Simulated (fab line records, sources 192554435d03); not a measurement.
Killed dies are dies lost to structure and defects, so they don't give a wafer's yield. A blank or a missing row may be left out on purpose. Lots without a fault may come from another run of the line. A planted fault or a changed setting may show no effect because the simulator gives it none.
A struck lot beside a sound one | flow n5_finfet | 14 steps out of a route of 1938
Sound: wafers L309.2, L309.5, L309.6. Struck: wafers L314.1, L314.2, L314.4. The cause comes at the end.
At each step with rows: each side's tool, then ch and its chambers, then its first start. Under that, the readings that differ: sound wafers | struck wafers | difference of the means | sigmas: that difference in standard deviations of wafers without a fault.
alike: readings whose means differ by less than 2 such deviations, and words and numbers that are the same on both sides. not compared: withheld readings, readings that some wafer has no value for, bounds like >300 that may hide the same value, and numbers for which the record gives no deviation and whose values overlap.
The two part at a step that has a row with sigmas, a row that says differs or no value, or rows on one side only. Numbers that don't overlap but have no deviation are shown without sigmas and don't part them. A reading that every wafer of one side lacks parts them only if that side has two wafers or more.

first, 3 steps without rows for these wafers: N5_BEOL_M14_STRIP_69 (strips in N2/H2); N5_BEOL_M14_TRENCH_ETCH_34 (etches SiO2 in C4F8/O2/Ar, target depth 556.65 nm, time 126.9 s); N5_BEOL_M14_STRIP_70 (strips in C4F8/O2/Ar).
N5_BEOL_M14_OCD_MEAS_35:
  sound on ocd-02, day 14 18:22; struck on ocd-01, day 15 09:55
  alike: trench_depth_nm
N5_BEOL_M14_STRIP_37: strips in O2.
  sound on rie_diel-02 ch 0,1, day 14 19:14; struck on rie_diel-02 ch 0,1,2, day 15 10:37
  alike: drypump_motor_current_A, o2_flow_sccm, oes_product_au, rf_vpp_V, showerhead_plenum_p_Torr, temp_c, throttle_valve_pct
  not compared: rf_hours_counter_h
N5_BEOL_M14_ETCH_38: etches SiCN in CF4/N2, target depth 106.5 nm, time 120.6 s.
  sound on rie_diel-02 ch 0,1; struck on rie_diel-02 ch 0,1,2
  alike: drypump_motor_current_A, mfc_ar_sccm, n2_flow_sccm, oes_product_au, rf_fwd_power_W, rf_vpp_V, showerhead_plenum_p_Torr, throttle_valve_pct
  not compared: rf_hours_counter_h
then, 2 steps without rows for these wafers: N5_BEOL_M14_PRECLEAN_39 (cleans in residue remover, time 60 s); N5_BEOL_M14_SRD_40 (time 30 s, dry time 30 s).
N5_BEOL_M14_DEGAS_41: time 60 s.
  sound on pvd_sputter-03, day 14 19:49; struck on pvd_sputter-03, day 15 11:12
  alike: heater_power_w
then, 1 step without rows for these wafers: N5_BEOL_M14_PRE_CLEAN_42 (time 30 s).
N5_BEOL_M14_SPUTTER_43: material TaN, target thk 15 nm, time 24.19 s.
  sound on pvd_sputter-03, day 14 19:53; struck on pvd_sputter-03, day 15 11:17
  alike: cathode_dc_power_W, throttle_valve_pct
N5_BEOL_M14_SPUTTER_44: material Ta, target thk 15 nm, time 24.19 s.
  sound on pvd_sputter-03, day 14 19:58; struck on pvd_sputter-03, day 15 11:22
  alike: cathode_dc_power_W, throttle_valve_pct
N5_BEOL_M14_SPUTTER_45: material Cu, target thk 100 nm, time 16.67 s.
  sound on pvd_sputter-03, day 14 20:03; struck on pvd_sputter-03, day 15 11:26
  reading                | sound             | struck            | difference | sigmas
  cathode_dc_power_W (W) | 26001 25992 25999 | 24853 24852 24852 | -1145      | -99 or more
  alike: chuck_sensor_temp_C, throttle_valve_pct
then, 1 step without rows for these wafers: N5_BEOL_M14_ECD_47 (material Cu, target thk 1248 nm).

WHERE THEY PART
Only at N5_BEOL_M14_SPUTTER_45, within this record.

WHY: what the simulator had put in
Process parameter drift: pvd_sputter-03, from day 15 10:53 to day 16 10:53, at N5_BEOL_M14_SPUTTER_45. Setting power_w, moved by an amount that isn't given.
